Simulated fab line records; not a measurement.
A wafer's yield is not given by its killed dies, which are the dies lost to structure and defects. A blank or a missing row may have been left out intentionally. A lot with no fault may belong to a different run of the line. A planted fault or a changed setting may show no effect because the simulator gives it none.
Matching of chambers :: flow n5-finfet :: rie-diel-05 running N5_BEOL_M15_TRENCH_ETCH_34: 4 sister chambers
The step etches SiO2 in C4F8/O2/Ar, target depth 872.93 nm, time 199 s. 20 wafers are shown with their chamber, then 10 later ones without.

EACH WAFER AND ITS CHAMBER
wafer: L074.1
chamber: 1
rf-vpp-V (V): 2195
throttle-valve-pct (%): 31.3
showerhead-plenum-p-Torr (Torr): 3.29

wafer: L074.2
chamber: 3
rf-vpp-V (V): 2155
throttle-valve-pct (%): 31.5
showerhead-plenum-p-Torr (Torr): 3.47

wafer: L074.6
chamber: 3
rf-vpp-V (V): 2155
throttle-valve-pct (%): 31.5
showerhead-plenum-p-Torr (Torr): 3.47

wafer: L076.1
chamber: 0
rf-vpp-V (V): 2294
throttle-valve-pct (%): 30.7
showerhead-plenum-p-Torr (Torr): 3.58

wafer: L076.3
chamber: 3
rf-vpp-V (V): 2155
throttle-valve-pct (%): 31.5
showerhead-plenum-p-Torr (Torr): 3.47

wafer: L076.4
chamber: 2
rf-vpp-V (V): 2199
throttle-valve-pct (%): 30.8
showerhead-plenum-p-Torr (Torr): 3.42

wafer: L078.1
chamber: 3
rf-vpp-V (V): 2155
throttle-valve-pct (%): 31.5
showerhead-plenum-p-Torr (Torr): 3.46

wafer: L078.2
chamber: 1
rf-vpp-V (V): 2195
throttle-valve-pct (%): 31.3
showerhead-plenum-p-Torr (Torr): 3.29

wafer: L078.5
chamber: 0
rf-vpp-V (V): 2293
throttle-valve-pct (%): 30.7
showerhead-plenum-p-Torr (Torr): 3.58

wafer: L080.1
chamber: 3
rf-vpp-V (V): 2153
throttle-valve-pct (%): 31.5
showerhead-plenum-p-Torr (Torr): 3.46

wafer: L080.2
chamber: 0
rf-vpp-V (V): 2294
throttle-valve-pct (%): 30.7
showerhead-plenum-p-Torr (Torr): 3.58

wafer: L080.6
chamber: 0
rf-vpp-V (V): 2293
throttle-valve-pct (%): 30.6
showerhead-plenum-p-Torr (Torr): 3.58

wafer: L081.3
chamber: 0
rf-vpp-V (V): 2294
throttle-valve-pct (%): 30.7
showerhead-plenum-p-Torr (Torr): 3.58

wafer: L081.4
chamber: 2
rf-vpp-V (V): 2197
throttle-valve-pct (%): 30.8
showerhead-plenum-p-Torr (Torr): 3.41

wafer: L081.5
chamber: 3
rf-vpp-V (V): 2154
throttle-valve-pct (%): 31.5
showerhead-plenum-p-Torr (Torr): 3.46

wafer: L085.1
chamber: 3
rf-vpp-V (V): 2154
throttle-valve-pct (%): 31.5
showerhead-plenum-p-Torr (Torr): 3.46

wafer: L085.3
chamber: 2
rf-vpp-V (V): 2198
throttle-valve-pct (%): 30.8
showerhead-plenum-p-Torr (Torr): 3.41

wafer: L085.6
chamber: 3
rf-vpp-V (V): 2152
throttle-valve-pct (%): 31.5
showerhead-plenum-p-Torr (Torr): 3.46

wafer: L083.4
chamber: 3
rf-vpp-V (V): 2154
throttle-valve-pct (%): 31.5
showerhead-plenum-p-Torr (Torr): 3.46

wafer: L083.5
chamber: 1
rf-vpp-V (V): 2195
throttle-valve-pct (%): 31.3
showerhead-plenum-p-Torr (Torr): 3.28

SIGNATURES, as means of the wafers listed above
reading: rf-vpp-V
chamber 0: 2293.60
chamber 1: 2195.00
chamber 2: 2198.00
chamber 3: 2154.11
scatter within a chamber: 0.869

reading: throttle-valve-pct
chamber 0: 30.680
chamber 1: 31.300
chamber 2: 30.800
chamber 3: 31.500
scatter within a chamber: 0.0224

reading: showerhead-plenum-p-Torr
chamber 0: 3.5800
chamber 1: 3.2867
chamber 2: 3.4133
chamber 3: 3.4633
scatter within a chamber: 0.00456
Rule: distance of a wafer from a chamber = root of the sum over the readings of ((wafer's reading minus chamber's mean) / reading's scatter) squared. The wafer belongs to the nearest chamber; if the next one is less than 2 further off, it can't be placed. How the scatter is found: for the shown wafers, subtract from each reading the mean of its chamber, square and add these, divide the total by (wafers less chambers), then take the root.

WAFERS WITHOUT THEIR CHAMBER
wafer: L083.6
rf-vpp-V (V): 2199
throttle-valve-pct (%): 30.8
showerhead-plenum-p-Torr (Torr): 3.41

wafer: L091.1
rf-vpp-V (V): 2293
throttle-valve-pct (%): 30.7
showerhead-plenum-p-Torr (Torr): 3.58

wafer: L091.2
rf-vpp-V (V): 2193
throttle-valve-pct (%): 31.3
showerhead-plenum-p-Torr (Torr): 3.28

wafer: L091.4
rf-vpp-V (V): 2198
throttle-valve-pct (%): 30.8
showerhead-plenum-p-Torr (Torr): 3.40

wafer: L095.4
rf-vpp-V (V): 2198
throttle-valve-pct (%): 30.9
showerhead-plenum-p-Torr (Torr): 3.40

wafer: L095.5
rf-vpp-V (V): 2198
throttle-valve-pct (%): 30.8
showerhead-plenum-p-Torr (Torr): 3.40

wafer: L095.6
rf-vpp-V (V): 2191
throttle-valve-pct (%): 31.3
showerhead-plenum-p-Torr (Torr): 3.27

wafer: L097.1
rf-vpp-V (V): 2196
throttle-valve-pct (%): 30.9
showerhead-plenum-p-Torr (Torr): 3.40

wafer: L097.3
rf-vpp-V (V): 2293
throttle-valve-pct (%): 30.7
showerhead-plenum-p-Torr (Torr): 3.57

wafer: L097.4
rf-vpp-V (V): 2193
throttle-valve-pct (%): 31.3
showerhead-plenum-p-Torr (Torr): 3.27

THE CHAMBER EACH PASSED THROUGH
wafer: L083.6
from the rows above: 2
in truth: 2

wafer: L091.1
from the rows above: 0
in truth: 0

wafer: L091.2
from the rows above: 1
in truth: 1

wafer: L091.4
from the rows above: 2
in truth: 2

wafer: L095.4
from the rows above: 2
in truth: 2

wafer: L095.5
from the rows above: 2
in truth: 2

wafer: L095.6
from the rows above: 1
in truth: 1

wafer: L097.1
from the rows above: 2
in truth: 2

wafer: L097.3
from the rows above: 0
in truth: 0

wafer: L097.4
from the rows above: 1
in truth: 1
Correctly placed: 10 of 10. Not placeable from these rows: 0. Placed wrongly: 0.
